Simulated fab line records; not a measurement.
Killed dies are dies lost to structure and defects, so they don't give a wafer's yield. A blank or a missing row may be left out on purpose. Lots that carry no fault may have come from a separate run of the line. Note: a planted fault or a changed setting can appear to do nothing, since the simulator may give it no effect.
fab line records | flow n5Finfet
record lots=5 | wafers=12 | lastDay=17
route steps=1938 shown BEOL_M4@1099 BEOL_M5@1112 BEOL_M7@1326 PASSIVATION@1936
lots untouched by any fault: they come from a run of this same line in which no faults occurred
startH: start of the lot's first displayed wafer, in hours after the record's first day | waitH: how many hours have passed since the lot's step before this one | " identical to the entry in the row above | L1.1+2: a row that stands for several wafers | - either no value or no given start | * or withheld: withheld | < > ~ a bound
route shown NAME@n: names a module that has steps shown in the file, with the first one's number in the route | usual: the fault-free wafers' mean and standard deviation | same: alike in all rows | chamber/n: place in a boat | sites: per-site readings | _std_site: the values' standard deviation | _edge_site: mean of outer sites minus mean of inner sites | radiusMm: how far each site lies from the wafer's centre | mask NAME#n: copy n | behind: tool/chamber where the wafer was last shaped | hold: why the lot went on hold/how many hours it stayed there/how the hold came to an end | device: transistor that didn't switch, given as n, p or np | end of line: tests of these same wafers at the route's end | step lacking rows: just its recipe | killed: dies that structure and defects cost at the first sort, which is not the same as the wafer's yield | map: a wafer's dies, x killed, . not, _ none there
set.NAME: the setting that was run; set.NAME@STEP: the one run at that earlier step | model.NAME: the simulator's own value behind a step, which no gauge read
a table for each step, a row for each wafer; lots at some steps of the route
services: a tool's chamber out of use, with start hour (startH, from the record's first day; less than 0 if before it), hours out, and reason
## steps
# step N5_BEOL_M4_ANNEAL_95
# recipe tempC=400 | timeS=240 | ambient=vacuum
# step N5_BEOL_M4_SPUTTER_96
# recipe material=Cu | targetThkA=45 | tempC=-20 | chamberPressurePa=0.07 | powerW=withheld | timeS=8.29
# step N5_BEOL_M4_ECD_50
# recipe material=Cu | targetThkA=3000
# step N5_BEOL_M4_ANNEAL_51
# recipe tempC=225 | timeS=90 | ambient=N2
# step N5_BEOL_M4_CMP_52
# recipe stopOn=SiOC | tOverpolishS=6.8 | downForcePsi=1 | platenRpm=50 | clearingPlatenDownForcePsi=1.5 | clearingPlatenRpm=50 | postCmpClean=cuAlkaline | targetThkNm=40 | clearingPlatenPadVelocityMS=0.99484 | padVelocityMS=0.99484
# step N5_BEOL_M4_PRE_CLEAN_60
# recipe gas=NH3/H2 | timeS=15 | tempC=* | rfPowerW=300
# step N5_BEOL_M4_CO_CAP_55
# recipe material=Co | targetThkA=20 | tempC=200 | precursor=CCTBA/H2 | pressureTorr=30 | timeS=102.1
# step N5_BEOL_M4_PRE_CLEAN_56
# recipe gas=NH3 | timeS=15 | tempC=withheld | rfPowerW=300
# step N5_BEOL_M4_DEP_57
# recipe material=SiCN | targetThkA=80 | tempC=withheld | precursor=3MS/NH3 | pressureTorr=3 | rfW=202 | timeS=14
# step N5_BEOL_M4_RC_MEAS_101
# usual DIBL_N=35.9/1.6 | DIBL_P=35.6/2.1 | IOFF_N=0.149/0.029 | IOFF_P=0.20/0.033 | ION_N=671/11 | ION_P=460/7.3 | SS_N=71.4/0.62 | SS_P=73.2/0.65 | VT_N=251/3.1 | VT_P=-251/3.4
lot.wafer | tool      | chamber | startH | waitH | DIBL_N[mV/V] | DIBL_P[mV/V] | IOFF_N[nA/um] | IOFF_P[nA/um] | ION_N[uA/um] | ION_P[uA/um] | SS_N[mV/dec] | SS_P[mV/dec] | VT_N[mV] | VT_P[mV]
L230.1    | prober-01 | 0       | 246.60 | 0.0   | 34.1         | 31.6         | 0.125         | 0.17          | 665          | 459          | 71.2         | 72.4         | 250      | -253
L230.2    | "         | 0       | "      | "     | 35.4         | 34.4         | 0.139         | 0.21          | 665          | 465          | 71.1         | 73.7         | 250      | -249
L230.6    | "         | 0       | "      | "     | 33.1         | 31.5         | 0.106         | 0.16          | 668          | 457          | 70.7         | 72.6         | 253      | -251
L231.3    | prober-02 | 0       | 254.54 | 0.3   | 35.5         | 36.1         | 0.143         | 0.19          | 675          | 457          | 71.6         | 72.4         | 252      | -251
L231.6    | "         | 0       | "      | "     | 35.9         | 36.3         | 0.152         | 0.20          | 669          | 465          | 71.5         | 73.1         | 251      | -251
L232.3    | prober-01 | 0       | 257.64 | 0.3   | 35.9         | 35.4         | 0.135         | 0.18          | 668          | 458          | 71.1         | 74.0         | 251      | -253
L232.6    | "         | 0       | "      | "     | 37.4         | 37.6         | 0.155         | 0.20          | 677          | 460          | 72.0         | 73.9         | 251      | -250
L237.5    | prober-01 | 0       | 283.98 | 0.6   | 34.4         | 33.4         | 0.119         | 0.18          | 657          | 459          | 71.1         | 72.4         | 254      | -251
L237.6    | "         | 0       | "      | "     | 35.0         | 34.5         | 0.129         | 0.21          | 673          | 470          | 71.4         | 72.9         | 252      | -250
L240.2    | prober-02 | 0       | 303.91 | 0.2   | 39.4         | 39.3         | 0.237         | 0.26          | 691          | 466          | 73.0         | 74.6         | 247      | -247
L240.4    | "         | 0       | "      | "     | 33.0         | 32.5         | 0.124         | 0.16          | 677          | 458          | 70.6         | 72.5         | 251      | -251
L240.6    | "         | 0       | "      | "     | 36.5         | 35.8         | 0.169         | 0.20          | 688          | 464          | 71.6         | 73.4         | 249      | -251
# step N5_BEOL_M5_ILD_DEP_00
# recipe material=SiCOH_lowk | targetThkA=1406.4 | tempC=300 | precursor=DEMS/porogen | pressureTorr=5 | rfW=500 | timeS=25.9
# step N5_BEOL_M5_CURE_79
# recipe tempC=385 | timeS=240 | ambient=He/Ar | material=SiCOH_lowk
# step N5_BEOL_M5_PECVD_70
# recipe material=SiO2 | targetThkA=160 | tempC=400 | precursor=TEOS/O2 | pressureTorr=5.5 | rfW=450 | teosFlowSccm=53.8 | gas=O2 | flowSccm=3000 | timeS=18
# step N5_BEOL_M5_HM_DEP_02
# recipe material=TiN | targetThkA=200 | tempC=25 | chamberPressurePa=0.49996
# step N5_BEOL_M5_COAT_59
# recipe resist=SOC | tempC=250 | timeS=60 | spinRpm=1500 | resistThkNm=60
# step N5_BEOL_M5_COAT_60
# recipe resist=SiARC | tempC=220 | timeS=60 | spinRpm=1500 | resistThkNm=12
# step N5_BEOL_M5_COAT_71
# recipe resist=underlayer | tempC=205 | timeS=60 | spinRpm=1500 | resistThkNm=5
# step N5_BEOL_M5_COAT_05
# recipe resist=CAR-EUV | spinRpm=1500 | resistThkNm=30
# step N5_BEOL_M5_EBR_07
# recipe solvent=PGMEA | ebrWidthMm=1.5
# step N5_BEOL_M5_SOFTBAKE_06
# recipe tempC=110 | timeS=60 | resist=CAR-EUV
# step N5_BEOL_M5_EXPOSE_08
# recipe maskId=M5 | na=0.33 | sourceShape=annular | sigmaInner=0.4 | sigmaOuter=0.8 | polarization=unpolarized | targetCdNm=28 | doseMj=35.75
# step N5_BEOL_M5_PEB_09
# recipe pebTempC=100 | pebTimeS=60 | resist=CAR-EUV
# step N5_BEOL_M5_DEVELOP_10
# recipe developTimeS=30 | developer=TMAH | resist=CAR-EUV | rinseLiquid=surfactantRinse | dry=airSpin | devTempC=23
# step N5_BEOL_M5_DESCUM_16
# recipe chemistry=O2 | timeS=7 | sourcePowerW=50 | biasPowerW=20 | pressureMtorr=20 | rfFrequencyHz=2.712e+07 | tempC=40 | resist=CAR-EUV | o2FlowSccm=225
# step N5_BEOL_M5_ETCH_72
# recipe chemistry=N2/H2 | target=underlayer | targetDepthA=65 | maskMaterial=CAR-EUV | timeS=5.2 | ionEnergyEv=200 | pressureMtorr=30 | sourceW=840 | biasW=150 | n2FlowSccm=200 | h2FlowSccm=200 | ends=cleared
# step N5_BEOL_M5_ETCH_61
# recipe chemistry=CF4 | target=SiARC | targetDepthA=156 | maskMaterial=CAR-EUV | timeS=26 | ionEnergyEv=80 | pressureMtorr=40 | sourceW=545 | biasW=36 | Ar_flow_sccm=100 | cf4FlowSccm=100 | ends=cleared
# step N5_BEOL_M5_ETCH_62
# recipe chemistry=N2/H2 | target=SOC | targetDepthA=750 | overetchA=150 | maskMaterial=SiARC | tempC=40 | timeS=112.5 | ionEnergyEv=200 | pressureMtorr=30 | sourceW=840 | biasW=150 | n2FlowSccm=200 | h2FlowSccm=200
# step N5_BEOL_M5_STRIP_63
# recipe chemistry=N2/H2 | tempC=40 | n2FlowSccm=200 | h2FlowSccm=200 | rfFrequencyHz=6e+07
# step N5_BEOL_M5_STRIP_73
# recipe chemistry=N2/H2 | tempC=40 | n2FlowSccm=200 | h2FlowSccm=200 | rfFrequencyHz=6e+07
# step N5_BEOL_M5_STRIP_64
# recipe chemistry=CF4 | resist=SiARC | powerW=300 | biasPowerW=75 | pressureMtorr=50 | cf4FlowSccm=150 | rfFrequencyHz=6e+07
# step N5_BEOL_M5_HM_OPEN_17
# recipe chemistry=Cl2/BCl3 | targetDepthA=200 | overetchA=60 | target=TiN | maskMaterial=SOC | ionEnergyEv=150 | pressureMtorr=10 | icpW=1000 | biasW=126 | Cl2_flow_sccm=53.25 | bcl3FlowSccm=21.75 | Ar_flow_sccm=25
# step N5_BEOL_M5_STRIP_19
# recipe chemistry=O2 | powerW=400 | tempC=40 | pressureMtorr=30 | rfFrequencyHz=6e+07 | biasPowerW=0 | overashFraction=0.2 | o2FlowSccm=225
# step N5_BEOL_M5_COAT_65
# recipe resist=SOC | tempC=250 | timeS=60 | spinRpm=1500 | resistThkNm=60
# step N5_BEOL_M5_COAT_66
# recipe resist=SiARC | tempC=220 | timeS=60 | spinRpm=1500 | resistThkNm=12
# step N5_BEOL_M7_CMP_52
# recipe stopOn=SiCOH_lowk | tOverpolishS=6.9 | downForcePsi=1 | platenRpm=50 | clearingPlatenDownForcePsi=1.5 | clearingPlatenRpm=50 | postCmpClean=cuAlkaline | targetThkNm=80 | clearingPlatenPadVelocityMS=0.99484 | padVelocityMS=0.99484
# usual barrierFieldEndpointS=29.0/0.79 | clearingPlatenRpm=49.998/0.026 | motorCurrentA=6.1/0.42 | overpolishRunS=6.900/0.0076 | retainingRingPressureFrac=1.001/0.0049 | timeToEndpointS=62/3.6
lot.wafer | tool   | chamber | startH | waitH | barrierFieldEndpointS | clearingPlatenRpm | motorCurrentA | overpolishRunS | retainingRingPressureFrac | timeToEndpointS
L230.1    | cmp-01 | 3       | 274.30 | 0.3   | 28.3                  | 49.974            | 5.6           | 6.904          | 1.001                     | 61
L230.2    | "      | 1       | "      | "     | 28.5                  | 49.991            | 6.2           | 6.907          | 1.009                     | 62
L230.6    | "      | 3       | "      | "     | 28.9                  | 49.991            | 6.0           | 6.909          | 1.006                     | 60
L231.3    | cmp-01 | 0       | 288.50 | 0.2   | 29.9                  | 50.016            | 6.4           | 6.909          | 0.997                     | 66
L231.6    | "      | 3       | "      | "     | 46.7                  | 49.979            | 5.7           | 0.040          | 1.001                     | 81
L232.3    | cmp-01 | 0       | 289.31 | 0.2   | 29.7                  | 50.014            | 6.3           | 6.905          | 0.996                     | 65
L232.6    | "      | 2       | "      | "     | 46.7                  | 50.006            | 5.5           | 0.049          | 1.003                     | 81
L237.5    | cmp-01 | 0       | 313.39 | 0.4   | 31.0                  | 49.988            | 6.1           | 6.898          | 0.997                     | 65
L237.6    | "      | 1       | "      | "     | 46.7                  | 49.921            | 6.3           | 0.034          | 0.997                     | 82
L240.4    | cmp-04 | 0       | 330.81 | 0.1   | 29.1                  | 50.005            | 6.8           | 6.885          | 0.994                     | 63
L240.2    | "      | 2       | "      | "     | 29.2                  | 50.026            | 5.8           | 6.899          | 1.005                     | 63
L240.6    | "      | 1       | "      | "     | 29.1                  | 50.020            | 5.7           | 6.898          | 0.990                     | 65
# step N5_BEOL_M7_THK_MEAS_53
# recipe thkMeasGauge=xrf | reads=Cu_of_BEOL_M7_ECD_50
# usual M7_THK=76.0/2.2
lot.wafer | tool         | chamber | startH | waitH | M7_THK[nm]
L230.1    | filmMetro-01 | -       | 274.56 | -     | 72.2
L230.2    | "            | -       | "      | "     | 73.4
L230.6    | "            | -       | "      | "     | 77.8
L231.3    | filmMetro-01 | -       | 288.76 | -     | 78.3
L231.6    | "            | -       | "      | "     | 178.8
L232.3    | filmMetro-02 | -       | 289.53 | -     | 75.6
L232.6    | "            | -       | "      | "     | 175.2
L237.5    | filmMetro-02 | -       | 313.53 | -     | 76.9
L237.6    | "            | -       | "      | "     | 173.3
L240.2    | filmMetro-01 | -       | 331.11 | -     | 78.5
L240.4    | "            | -       | "      | "     | 79.9
L240.6    | "            | -       | "      | "     | 74.8
# step N5_BEOL_M7_INSPECT_58
# recipe inspectInstrument=darkfield | mode=postDep
# usual rawDefectCount=74/25
lot.wafer | tool             | chamber | startH | waitH | rawDefectCount
L230.1    | defectInspect-02 | -       | 274.72 | 0.0   | 75
L230.2    | "                | -       | "      | "     | 76
L230.6    | "                | -       | "      | "     | 81
L231.3    | defectInspect-02 | -       | 288.92 | 0.0   | 79
L231.6    | "                | -       | "      | "     | 1250
L232.3    | defectInspect-02 | -       | 289.69 | 0.0   | 64
L232.6    | "                | -       | "      | "     | 1200
L237.5    | defectInspect-01 | -       | 313.69 | 0.0   | 57
L237.6    | "                | -       | "      | "     | 1163
L240.2    | defectInspect-01 | -       | 331.26 | 0.0   | 73
L240.4    | "                | -       | "      | "     | 48
L240.6    | "                | -       | "      | "     | 49
# step N5_PASSIVATION_PROBE_49
# usual defectLimitedYield=90.9/1.5 | killed_at_M0_to_M3=36/9.9 | killed_at_M4_up=13/4.5 | killedAtContacts=13/6.4 | killedAtFrontEnd=42/12 | killedAtOther=3.4/3 | killedDies=107/18 | killedOnRim=14/4.3 | killedOpen=69/13 | killedShort=35/8.2 | sort_bin_5_function=5.3/1.1 | sort_bin_6_memory=3.4/0.69 | sortNPass=1073/18 | sortYieldPct=90.9/1.5
# same grossDies=1180 | killedAtBackSide=0 | sort_bin_4_leakage[%]=0 | sort_bin_8_speed[%]=0
lot.wafer | tool      | chamber | startH | waitH | defectLimitedYield[%] | killed_at_M0_to_M3 | killed_at_M4_up | killedAtContacts | killedAtFrontEnd | killedAtOther | killedDies | killedOnRim | killedOpen | killedShort | sort_bin_5_function[%] | sort_bin_6_memory[%] | sortNPass | sortYieldPct[%]
L231.3    | prober-01 | -       | 352.18 | 0.1   | 90.0                  | 52                 | 13              | 3                | 44               | 6             | 118        | 19          | 70         | 40          | 5.1                    | 4.2                  | 1062      | 90.0
L231.6    | prober-01 | -       | 352.33 | 0.3   | 0                     | 25                 | 1103            | 8                | 41               | 3             | 1180       | 152         | 59         | 26          | 3.8                    | 3.2                  | 0         | 0
L232.6    | prober-02 | -       | 356.23 | 0.3   | 0                     | 34                 | 1095            | 14               | 36               | 1             | 1180       | 152         | 70         | 25          | 5.3                    | 2.5                  | 0         | 0
L237.6    | prober-02 | -       | 386.96 | 0.3   | 0                     | 43                 | 1082            | 19               | 34               | 2             | 1180       | 152         | 81         | 30          | 5.7                    | 3.6                  | 0         | 0
L240.2    | prober-02 | -       | 407.28 | 0.1   | 91.1                  | 32                 | 20              | 27               | 25               | 1             | 105        | 12          | 76         | 27          | 4.7                    | 3.7                  | 1075      | 91.1
L240.4    | prober-02 | -       | 407.38 | 0.2   | 91.4                  | 26                 | 17              | 21               | 33               | 5             | 102        | 12          | 78         | 21          | 5.4                    | 2.8                  | 1078      | 91.4
L240.6    | prober-02 | -       | 407.48 | 0.3   | 91.5                  | 26                 | 9               | 25               | 39               | 1             | 100        | 11          | 70         | 28          | 4.7                    | 3.5                  | 1080      | 91.5
# killed by level:class
L231.3 BEOL_M0_SAQP:geometricParticle:short=17 BEOL_M0_SAQP:geometricParticle:open=13 BEOL_M2:geometricParticle:open=12 FIN_SAQP:geometricParticle:open=9 STI_FIN_REVEAL:geometricParticle:open=8 DUMMY_GATE:geometricParticle:open=6 BEOL_M4:geometricParticle:open=5 FIN_SAQP:geometricParticle:short=4
L231.6 BEOL_M7:areaCmp=1094 STI_FIN_REVEAL:geometricParticle:open=18 BEOL_M0_SAQP:geometricParticle:short=9 MOL_CONTACT_COAG:geometricParticle:open=7 BEOL_M0_SAQP:geometricParticle:open=6 STI_FIN_REVEAL:geometricParticle:short=4 DUMMY_GATE:geometricParticle:open=4 GATE_CUT:geometricParticle:short=4
L232.6 BEOL_M7:areaCmp=1083 MOL_CONTACT_COAG:geometricParticle:open=13 FIN_SAQP:geometricParticle:open=11 STI_FIN_REVEAL:geometricParticle:open=7 BEOL_M1:geometricParticle:open=7 BEOL_M0_SAQP:geometricParticle:open=6 BEOL_M2:geometricParticle:open=5 BEOL_M0_SAQP:geometricParticle:short=4
L237.6 BEOL_M7:areaCmp=1069 MOL_CONTACT_COAG:geometricParticle:open=15 BEOL_M2:geometricParticle:open=12 FIN_SAQP:geometricParticle:open=11 BEOL_M0_SAQP:geometricParticle:short=7 BEOL_M3:geometricParticle:open=7 BEOL_M5:geometricParticle:open=5 FIN_SAQP:geometricParticle:short=5
L240.2 MOL_CONTACT_COAG:geometricParticle:open=21 BEOL_M1:geometricParticle:open=11 BEOL_M0:geometricParticle:open=8 BEOL_M4:geometricParticle:open=6 BEOL_M5:geometricParticle:open=6 FIN_SAQP:geometricParticle:short=5 MOL_CONTACT_COAG:geometricParticle:short=5 BEOL_M3:geometricParticle:open=5
L240.4 MOL_CONTACT_COAG:geometricParticle:open=18 STI_FIN_REVEAL:geometricParticle:open=12 BEOL_M0_SAQP:geometricParticle:open=10 BEOL_M1:geometricParticle:open=7 BEOL_M5:geometricParticle:open=6 FIN_SAQP:geometricParticle:short=5 BEOL_M2:geometricParticle:open=5 FIN_SAQP:geometricParticle:open=4
L240.6 MOL_CONTACT_COAG:geometricParticle:open=22 STI_FIN_REVEAL:geometricParticle:open=15 BEOL_M2:geometricParticle:open=10 BEOL_M0_SAQP:geometricParticle:short=5 STI_FIN_REVEAL:geometricParticle:short=4 DUMMY_GATE:geometricParticle:open=4 GATE_CUT:geometricParticle:short=4 MOL_CONTACT_COAG:geometricParticle:short=3
# map L231.6 (x killed, . not)
_________________xxxxxxxxxxxx________________
______________xxxxxxxxxxxxxxxxxx_____________
___________xxxxxxxxxxxxxxxxxxxxxxxx__________
__________xxxxxxxxxxxxxxxxxxxxxxxxxx_________
________xxxxxxxxxxxxxxxxxxxxxxxxxxxxxx_______
_______xxxxxxxxxxxxxxxxxxxxxxxxxxxxxxxx______
______xxxxxxxxxxxxxxxxxxxxxxxxxxxxxxxxxx_____
_____xxxxxxxxxxxxxxxxxxxxxxxxxxxxxxxxxxxx____
____xxxxxxxxxxxxxxxxxxxxxxxxxxxxxxxxxxxxxx___
___xxxxxxxxxxxxxxxxxxxxxxxxxxxxxxxxxxxxxxxx__
___xxxxxxxxxxxxxxxxxxxxxxxxxxxxxxxxxxxxxxxx__
__xxxxxxxxxxxxxxxxxxxxxxxxxxxxxxxxxxxxxxxxxx_
__xxxxxxxxxxxxxxxxxxxxxxxxxxxxxxxxxxxxxxxxxx_
_xxxxxxxxxxxxxxxxxxxxxxxxxxxxxxxxxxxxxxxxxxxx
_xxxxxxxxxxxxxxxxxxxxxxxxxxxxxxxxxxxxxxxxxxxx
_xxxxxxxxxxxxxxxxxxxxxxxxxxxxxxxxxxxxxxxxxxxx
_xxxxxxxxxxxxxxxxxxxxxxxxxxxxxxxxxxxxxxxxxxxx
_xxxxxxxxxxxxxxxxxxxxxxxxxxxxxxxxxxxxxxxxxxxx
_xxxxxxxxxxxxxxxxxxxxxxxxxxxxxxxxxxxxxxxxxxxx
_xxxxxxxxxxxxxxxxxxxxxxxxxxxxxxxxxxxxxxxxxxxx
_xxxxxxxxxxxxxxxxxxxxxxxxxxxxxxxxxxxxxxxxxxxx
__xxxxxxxxxxxxxxxxxxxxxxxxxxxxxxxxxxxxxxxxxx_
__xxxxxxxxxxxxxxxxxxxxxxxxxxxxxxxxxxxxxxxxxx_
___xxxxxxxxxxxxxxxxxxxxxxxxxxxxxxxxxxxxxxxx__
___xxxxxxxxxxxxxxxxxxxxxxxxxxxxxxxxxxxxxxxx__
____xxxxxxxxxxxxxxxxxxxxxxxxxxxxxxxxxxxxxx___
_____xxxxxxxxxxxxxxxxxxxxxxxxxxxxxxxxxxxx____
______xxxxxxxxxxxxxxxxxxxxxxxxxxxxxxxxxx_____
_______xxxxxxxxxxxxxxxxxxxxxxxxxxxxxxxx______
________xxxxxxxxxxxxxxxxxxxxxxxxxxxxxx_______
__________xxxxxxxxxxxxxxxxxxxxxxxxxx_________
___________xxxxxxxxxxxxxxxxxxxxxxxx__________
______________xxxxxxxxxxxxxxxxxx_____________
_________________xxxxxxxxxxxx________________
# map L232.6 (x killed, . not)
_________________xxxxxxxxxxxx________________
______________xxxxxxxxxxxxxxxxxx_____________
___________xxxxxxxxxxxxxxxxxxxxxxxx__________
__________xxxxxxxxxxxxxxxxxxxxxxxxxx_________
________xxxxxxxxxxxxxxxxxxxxxxxxxxxxxx_______
_______xxxxxxxxxxxxxxxxxxxxxxxxxxxxxxxx______
______xxxxxxxxxxxxxxxxxxxxxxxxxxxxxxxxxx_____
_____xxxxxxxxxxxxxxxxxxxxxxxxxxxxxxxxxxxx____
____xxxxxxxxxxxxxxxxxxxxxxxxxxxxxxxxxxxxxx___
___xxxxxxxxxxxxxxxxxxxxxxxxxxxxxxxxxxxxxxxx__
___xxxxxxxxxxxxxxxxxxxxxxxxxxxxxxxxxxxxxxxx__
__xxxxxxxxxxxxxxxxxxxxxxxxxxxxxxxxxxxxxxxxxx_
__xxxxxxxxxxxxxxxxxxxxxxxxxxxxxxxxxxxxxxxxxx_
_xxxxxxxxxxxxxxxxxxxxxxxxxxxxxxxxxxxxxxxxxxxx
_xxxxxxxxxxxxxxxxxxxxxxxxxxxxxxxxxxxxxxxxxxxx
_xxxxxxxxxxxxxxxxxxxxxxxxxxxxxxxxxxxxxxxxxxxx
_xxxxxxxxxxxxxxxxxxxxxxxxxxxxxxxxxxxxxxxxxxxx
_xxxxxxxxxxxxxxxxxxxxxxxxxxxxxxxxxxxxxxxxxxxx
_xxxxxxxxxxxxxxxxxxxxxxxxxxxxxxxxxxxxxxxxxxxx
_xxxxxxxxxxxxxxxxxxxxxxxxxxxxxxxxxxxxxxxxxxxx
_xxxxxxxxxxxxxxxxxxxxxxxxxxxxxxxxxxxxxxxxxxxx
__xxxxxxxxxxxxxxxxxxxxxxxxxxxxxxxxxxxxxxxxxx_
__xxxxxxxxxxxxxxxxxxxxxxxxxxxxxxxxxxxxxxxxxx_
___xxxxxxxxxxxxxxxxxxxxxxxxxxxxxxxxxxxxxxxx__
___xxxxxxxxxxxxxxxxxxxxxxxxxxxxxxxxxxxxxxxx__
____xxxxxxxxxxxxxxxxxxxxxxxxxxxxxxxxxxxxxx___
_____xxxxxxxxxxxxxxxxxxxxxxxxxxxxxxxxxxxx____
______xxxxxxxxxxxxxxxxxxxxxxxxxxxxxxxxxx_____
_______xxxxxxxxxxxxxxxxxxxxxxxxxxxxxxxx______
________xxxxxxxxxxxxxxxxxxxxxxxxxxxxxx_______
__________xxxxxxxxxxxxxxxxxxxxxxxxxx_________
___________xxxxxxxxxxxxxxxxxxxxxxxx__________
______________xxxxxxxxxxxxxxxxxx_____________
_________________xxxxxxxxxxxx________________
## services
tool   | chamber | startH | hours | kind
cmp-04 | -       | 254.89 | 5.3   | pm
cmp-01 | -       | 278.41 | 0.9   | repair
cmp-01 | -       | 308.00 | 1.2   | repair
## key
firstSign step=N5_BEOL_M7_CMP_52 | reading=overpolishRunS | direction=down | sigmas=99+ | usual=6.900 | struck=0.041
effect step=N5_BEOL_M7_CMP_52 | reading=barrierFieldEndpointS | direction=up | sigmas=22 | usual=29.0 | struck=46.7
effect step=N5_BEOL_M7_THK_MEAS_53 | reading=M7_THK | direction=up | sigmas=44 | usual=76.0 | struck=175.8
effect step=N5_BEOL_M7_INSPECT_58 | reading=rawDefectCount | direction=up | sigmas=44 | usual=74 | struck=1204
effect step=N5_PASSIVATION_PROBE_49 | reading=killed_at_M4_up | direction=up | sigmas=99+ | usual=13 | struck=1093
moreKillsBornAt N5_BEOL_M7_CMP_52@cmp-01=3246
metAt N5_BEOL_M7_CMP_52
struckWafers L231.6,L232.6,L237.6
laterRowsLeftOut L231.6,L232.6,L237.6
onsetBetween 274.30 288.50
fault kind=processParameterDrift | tool=cmp-01 | chamber=- | onsetH=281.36 | steps=N5_BEOL_M7_CMP_52 | channel=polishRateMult | offset=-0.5 | shape=step | endH=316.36 | scope=struckWafersOnly
# laterRowsLeftOut: the simulator's readings of these wafers behind a module that went badly wrong aren't trusted and aren't shown, but for the sort
